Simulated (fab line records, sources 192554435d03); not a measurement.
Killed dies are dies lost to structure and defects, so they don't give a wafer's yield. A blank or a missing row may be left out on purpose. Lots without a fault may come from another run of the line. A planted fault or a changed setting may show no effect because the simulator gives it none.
Which tool did it? | flow n5_finfet | 9 lots, 27 wafers sampled, at 2 steps of a route of 1938

WHAT THE GAUGES READ, wafer by wafer
N5_BEOL_M3_INSPECT_30: inspects for defects (brightfield).
lot  | measured     | on                | raw_defect_count
L473 | day 7 01:58  | defect_inspect-01 | 322 273 304
L478 | day 8 06:35  | defect_inspect-02 | 259 395 302
L481 | day 8 18:31  | defect_inspect-02 | 385 360 560
L480 | day 9 00:55  | defect_inspect-02 | 329 231 346
L482 | day 9 02:06  | defect_inspect-01 | 401 514 398
L484 | day 12 00:31 | defect_inspect-01 | 387 417 466
L487 | day 12 03:13 | defect_inspect-01 | 474 375 580
L493 | day 12 04:51 | defect_inspect-01 | 411 596 381
L492 | day 12 17:35 | defect_inspect-02 | 373 389 315

WHICH TOOL RAN EACH LOT (tool, then ch and the chambers of the sampled wafers, then the start)
lot  | N5_BEOL_M3_ETCH_64
L473 | rie_diel-01 ch 0,3, day 7 01:12
L478 | rie_diel-05 ch 0,1,3, day 8 05:43
L481 | rie_diel-01 ch 0,2,3, day 8 17:38
L480 | rie_diel-01 ch 0,1,3, day 9 00:02
L482 | rie_diel-01 ch 0,2,3, day 9 01:05
L484 | rie_diel-06 ch 0,3, day 11 23:46
L487 | rie_diel-01 ch 0,2, day 12 02:27
L493 | rie_diel-01 ch 0,3, day 12 04:05
L492 | rie_diel-06 ch 0,2,3, day 12 16:49
- N5_BEOL_M3_ETCH_64: etches SOC in N2/H2, target depth 75 nm, overetch 15 nm, time 112.5 s.

THE ANSWER, worked out from the rows above alone
Rule: what is usual is taken from the lots themselves. Put in order of their means at a reading, lots are off if they are a third of the lots or fewer, leave a main group of 4 or more, and stand apart from it by a gap of 3 or more times the standard deviation of the main group's means; of several such gaps the widest counts. A main group whose means are all the same, to the digits that the tables above print for the reading, isn't used. A lot without any number at a reading at which 4 lots or more have one is off too. The other lots that the step has rows for count as sound.
No lot is off at any reading shown: from this, nothing can be told.

WHAT THE SIMULATOR HAD PUT IN
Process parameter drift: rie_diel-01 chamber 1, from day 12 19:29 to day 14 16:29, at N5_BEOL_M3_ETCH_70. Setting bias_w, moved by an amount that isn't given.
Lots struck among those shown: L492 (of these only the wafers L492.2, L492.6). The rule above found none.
